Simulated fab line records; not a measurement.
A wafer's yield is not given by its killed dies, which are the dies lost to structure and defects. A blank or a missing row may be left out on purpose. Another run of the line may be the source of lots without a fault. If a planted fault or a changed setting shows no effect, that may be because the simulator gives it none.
Which of the tools did it?    flow nandHarc    Sampling: 13 lots, 39 wafers, 4 of 1159 route steps

## WHAT THE GAUGES SHOWED, per wafer
The record holds no reading of a measuring or inspecting step that can be judged against a usual standard deviation.

## WHAT TOOL EACH LOT RAN ON (gives the tool, then ch and the chambers of the sampled wafers, and finally the start)
lot   NHARC_P_M2_ETCH_35                 NHARC_P_M2_ETCH_15                            NHARC_P_M2_STRIP_18                NHARC_P_M2_ANNEAL_31
L570  rieDiel-07 ch 0,1,2, day 6 02:13   rieDiel-07 ch 0,2,3, day 6 02:30 or earlier   rieDiel-07 ch 1,2,3, day 6 02:30   rtpAnneal-02 ch 0, day 6 03:52
L571  rieDiel-10 ch 1,2,3, day 6 05:34   rieDiel-10 ch 0,1,2, day 6 05:52 or earlier   rieDiel-07 ch 0,2,3, day 6 05:52   rtpAnneal-01 ch 0, day 6 07:15
L572  rieDiel-07 ch 0,1, day 6 15:06     rieDiel-07 ch 1,3, day 6 15:24 or earlier     rieDiel-10 ch 0,2, day 6 15:24     rtpAnneal-01 ch 0, day 6 16:52
L573  rieDiel-07 ch 0,2, day 6 18:44     rieDiel-07 ch 0,1, day 6 19:01 or earlier     rieDiel-07 ch 0,2,3, day 6 19:01   rtpAnneal-01 ch 0, day 6 20:31
L575  rieDiel-07 ch 0,1,2, day 7 07:58   rieDiel-07 ch 1,2,3, day 7 08:17 or earlier   rieDiel-07 ch 2,3, day 7 08:17     rtpAnneal-02 ch 0, day 7 09:43
L574  rieDiel-07 ch 1,3, day 7 08:58     rieDiel-07 ch 1,3, day 7 09:15 or earlier     rieDiel-07 ch 0,1, day 7 09:15     rtpAnneal-01 ch 0, day 7 10:43
L580  rieDiel-10 ch 0,1,2, day 8 06:53   rieDiel-10 ch 0,2,3, day 8 07:14 or earlier   rieDiel-10 ch 0,2,3, day 8 07:14   rtpAnneal-02 ch 0, day 8 08:38
L578  rieDiel-07 ch 0,1, day 8 11:54     rieDiel-07 ch 0,2,3, day 8 12:13 or earlier   rieDiel-07 ch 0,1,3, day 8 12:13   rtpAnneal-02 ch 0, day 8 13:35
L584  rieDiel-07 ch 0,2, day 9 18:04     rieDiel-07 ch 0,2, day 9 18:23 or earlier     rieDiel-07 ch 2,3, day 9 18:23     rtpAnneal-02 ch 0, day 9 19:50
L585  rieDiel-07 ch 0,3, day 9 22:26     rieDiel-07 ch 2,3, day 9 22:49 or earlier     rieDiel-10 ch 0,1,3, day 9 22:49   rtpAnneal-01 ch 0, day 10 00:14
L586  rieDiel-10 ch 0,1,2, day 10 05:29  rieDiel-10 ch 2,3, day 10 05:48 or earlier    rieDiel-10 ch 1,2,3, day 10 05:48  rtpAnneal-02 ch 0, day 10 07:53
L587  rieDiel-10 ch 2,3, day 10 08:02    rieDiel-10 ch 0,3, day 10 08:22 or earlier    rieDiel-07 ch 0,1, day 10 08:22    rtpAnneal-02 ch 0, day 10 09:46
L589  rieDiel-10 ch 2,3, day 10 19:56    rieDiel-10 ch 0,2,3, day 10 20:14 or earlier  rieDiel-10 ch 0,3, day 10 20:14    rtpAnneal-02 ch 0, day 10 21:43
- NHARC_P_M2_ETCH_35: etches the open film in N2/H2, target depth 40 nm, overetch 12 nm, time 43.94 s.
- NHARC_P_M2_ETCH_15: etches the open film in C4F8/Ar, target depth 182.5 nm, time 91.2 s.
- NHARC_P_M2_STRIP_18: strips in N2/H2.
- NHARC_P_M2_ANNEAL_31: time 90 s.

## WHAT THE TOOLS THEMSELVES READ (means of the sampled wafers that have a number; where no wafer has one, the mark that the record gives instead)
NHARC_P_M2_ETCH_35. Usual: drypumpMotorCurrentA 5.7 A, standard deviation 0.32; oesProductAu 1.000 a.u., standard deviation 0.015; rfVppV 430.7 V, standard deviation 2.5; runLengthS 65.6 s, standard deviation 0.43; showerheadPlenumPTorr 2.05 Torr, standard deviation 0.091; throttleValvePct 14.171 %, standard deviation 0.0091.
lot   tool        drypumpMotorCurrentA (A)  oesProductAu (a.u.)  rfVppV (V)  runLengthS (s)  showerheadPlenumPTorr (Torr)  throttleValvePct (%)  flag
L570  rieDiel-07  5.8                       0.995                432.5       65.7            2.10                          14.177                
L571  rieDiel-10  5.6                       1.001                430.2       65.0            2.03                          14.167                
L572  rieDiel-07  5.6                       1.009                431.1       65.5            2.06                          14.168                
L573  rieDiel-07  5.9                       1.000                432.9       65.8            2.12                          14.180                
L575  rieDiel-07  5.8                       1.001                433.0       65.9            2.10                          14.173                
L574  rieDiel-07  5.5                       1.003                429.4       65.6            2.02                          14.171                
L580  rieDiel-10  5.7                       1.013                430.0       65.8            2.03                          14.166                
L578  rieDiel-07  5.6                       1.013                430.9       66.0            2.06                          14.172                
L584  rieDiel-07  5.9                       1.007                432.6       54.8            2.12                          14.171                OFF
L585  rieDiel-07  5.7                       1.005                430.7       55.1            2.06                          14.165                OFF
L586  rieDiel-10  5.7                       0.998                430.5       65.6            2.03                          14.169                
L587  rieDiel-10  5.5                       1.017                430.8       64.8            2.06                          14.173                
L589  rieDiel-10  5.7                       1.018                432.3       64.9            2.11                          14.168                

NHARC_P_M2_ETCH_15. Usual: oesProductAu 0.952 a.u., standard deviation 0.022; rfVppV 441.1 V, standard deviation 2.6; runLengthS 112.9 s, standard deviation 0.43.
lot   tool        oesProductAu (a.u.)  rfVppV (V)  runLengthS (s)  flag
L570  rieDiel-07  0.970                442.4       113.2           
L571  rieDiel-10  0.935                439.7       113.0           
L572  rieDiel-07  0.919                440.3       112.8           
L573  rieDiel-07  0.945                443.0       113.0           
L575  rieDiel-07  0.920                441.0       113.0           
L574  rieDiel-07  0.967                439.1       113.0           
L580  rieDiel-10  0.936                441.2       112.4           
L578  rieDiel-07  0.967                442.4       113.0           
L584  rieDiel-07  0.945                443.3       113.1           
L585  rieDiel-07  0.950                440.1       113.0           
L586  rieDiel-10  0.933                441.0       112.3           
L587  rieDiel-10  0.940                439.5       112.8           
L589  rieDiel-10  0.945                441.7       112.4           

NHARC_P_M2_STRIP_18. Usual: drypumpMotorCurrentA 5.68 A, standard deviation 0.3; oesProductAu 1.003 a.u., standard deviation 0.015; rfVppV 90.7 V, standard deviation 0.94; showerheadPlenumPTorr 2.05 Torr, standard deviation 0.092; throttleValvePct 14.172 %, standard deviation 0.0091.
lot   tool        drypumpMotorCurrentA (A)  oesProductAu (a.u.)  rfVppV (V)  showerheadPlenumPTorr (Torr)  throttleValvePct (%)  flag
L570  rieDiel-07  5.67                      0.990                90.1        2.06                          14.166                
L571  rieDiel-07  5.79                      0.987                89.9        2.08                          14.172                
L572  rieDiel-10  5.81                      1.014                90.1        2.07                          14.162                
L573  rieDiel-07  5.76                      0.995                90.1        2.08                          14.173                
L575  rieDiel-07  5.82                      1.003                90.6        2.11                          14.168                
L574  rieDiel-07  5.64                      1.014                91.1        2.06                          14.181                
L580  rieDiel-10  5.66                      1.017                91.4        2.06                          14.165                
L578  rieDiel-07  5.60                      1.004                90.6        2.04                          14.169                
L584  rieDiel-07  5.63                      0.989                90.1        2.04                          14.177                
L585  rieDiel-10  5.41                      1.011                90.2        1.97                          14.182                
L586  rieDiel-10  5.54                      1.011                90.7        2.02                          14.166                
L587  rieDiel-07  5.74                      0.999                90.3        2.08                          14.173                
L589  rieDiel-10  5.39                      1.023                90.2        2.01                          14.180                

NHARC_P_M2_ANNEAL_31. Usual: wafer_temp_C_max at 226.5, with a standard deviation of 0.45.
lot   tool          wafer_temp_C_max  flag
L570  rtpAnneal-02  226.8             
L571  rtpAnneal-01  225.7             
L572  rtpAnneal-01  226.5             
L573  rtpAnneal-01  226.2             
L575  rtpAnneal-02  226.5             
L574  rtpAnneal-01  226.4             
L580  rtpAnneal-02  226.9             
L578  rtpAnneal-02  226.9             
L584  rtpAnneal-02  227.0             
L585  rtpAnneal-01  226.2             
L586  rtpAnneal-02  226.9             
L587  rtpAnneal-02  227.0             
L589  rtpAnneal-02  226.8             

## THE ANSWER, worked out from the rows above alone
Rule: a lot counts as off when the mean over its wafers that have a number is more than 3 standard deviations away from the usual mean. A lot without any number at a reading at which 4 lots or more have one is off too. The other lots that the step has rows for count as sound. First the gauges in route order, then the tools' own readings, where a lot's mean is used as printed above. The first step at which some lot is off is used, and at that step the reading that is off furthest; a lot without a number counts as furthest.
Off: L584, L585, at NHARC_P_M2_ETCH_35 (runLengthS).
If a tool, at that step or one of the process steps before it, ran each lot that is off and ran no sound lot following the first of them, it fits. One candidate fits, namely rieDiel-07 at NHARC_P_M2_ETCH_35. A fault onset in the window from L578 (day 8 11:54, its last sound lot) to L584 (day 9 18:04, its first lot off) fits.
The tool's own readings at NHARC_P_M2_ETCH_35 bear it out: on the lots that are off they differ by more than 5 times the standard deviation of the sound lots' means. runLengthS reads 55.0 s there against 65.5 s on the sound lots.

## WHAT WAS PUT IN BY THE SIMULATOR
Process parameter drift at NHARC_P_M2_ETCH_35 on rieDiel-07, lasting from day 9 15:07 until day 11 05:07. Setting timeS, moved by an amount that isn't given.
Lots struck among those shown: L584, L585. The same result came from the rule above.
